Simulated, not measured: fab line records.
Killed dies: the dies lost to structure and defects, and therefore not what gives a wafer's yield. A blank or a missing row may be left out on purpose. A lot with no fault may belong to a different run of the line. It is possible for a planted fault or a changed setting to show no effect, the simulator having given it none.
Which tool was responsible? | flow nand-harc | 11 lots, 31 wafers sampled, at 2 steps of a route of 1302

## WHAT THE GAUGES READ, wafer by wafer
NHARC_A_CHANNEL_HOLE_D2_CD_MEAS_10: target cd 100 nm.
lot  | measured     | on        | cd-nm (nm)
L379 | day 16 00:16 | cd-sem-01 | 99.9 99.8 100.2
L378 | day 16 00:37 | cd-sem-01 | 100.6 100.3 99.4
L381 | day 17 10:22 | cd-sem-02 | 99.9 100.4 99.7
L383 | day 18 00:31 | cd-sem-01 | 99.5 99.4 99.5
L382 | day 18 00:50 | cd-sem-03 | 99.2 100.4 100.3
L384 | day 18 22:38 | cd-sem-02 | 88.4 99.9
L387 | day 19 09:17 | cd-sem-03 | 89.4 99.8
L389 | day 20 06:46 | cd-sem-02 | 90.2 100.8 100.1
L392 | day 21 03:33 | cd-sem-03 | 99.8 100.6 100.1
L394 | day 22 16:49 | cd-sem-03 | 99.6 100.3 100.2
L395 | day 23 05:22 | cd-sem-02 | 100.6 99.9 100.4

## TOOL THAT RAN EACH LOT (tool first, then ch and the chambers of the sampled wafers, then the start)
lot  | NHARC_A_CHANNEL_HOLE_D2_PEB_08
L379 | litho-track-04 ch 0, day 16 00:11
L378 | litho-track-04 ch 0, day 16 00:31
L381 | litho-track-04 ch 0, day 17 10:17
L383 | litho-track-01 ch 0, day 18 00:26
L382 | litho-track-01 ch 0, day 18 00:46
L384 | litho-track-01 ch 0, day 18 22:34
L387 | litho-track-01 ch 0, day 19 09:12
L389 | litho-track-01 ch 0, day 20 06:41
L392 | litho-track-04 ch 0, day 21 03:28
L394 | litho-track-06 ch 0, day 22 16:44
L395 | litho-track-01 ch 0, day 23 05:16
- NHARC_A_CHANNEL_HOLE_D2_PEB_08: peb time 65 s.

## THE ANSWER, worked out from the rows above alone
Rule: the usual values come from the lots themselves. Put in order of their means at a reading, lots are off if they are a third of the lots or fewer, leave a main group of 4 or more, and stand apart from it by a gap of 3 or more times the standard deviation of the main group's means; of several such gaps the widest counts. A main group whose means are all the same, to the digits that the tables above print for the reading, isn't used. Also off: a lot with no number at a reading for which 4 or more lots have one. Any other lot the step has rows for is counted as sound.
Off at NHARC_A_CHANNEL_HOLE_D2_CD_MEAS_10 (cd-nm): L384, L387, L389. Mean 100.0 nm and standard deviation 0.23 in the main group.
If a tool, at a process step before that reading, ran all the lots that are off and no sound lot after the first of them, it fits. The gauges at NHARC_A_CHANNEL_HOLE_D2_CD_MEAS_10 are tried like those tools. Not one of the candidates tried fits.

## WHAT THE SIMULATOR PUT IN
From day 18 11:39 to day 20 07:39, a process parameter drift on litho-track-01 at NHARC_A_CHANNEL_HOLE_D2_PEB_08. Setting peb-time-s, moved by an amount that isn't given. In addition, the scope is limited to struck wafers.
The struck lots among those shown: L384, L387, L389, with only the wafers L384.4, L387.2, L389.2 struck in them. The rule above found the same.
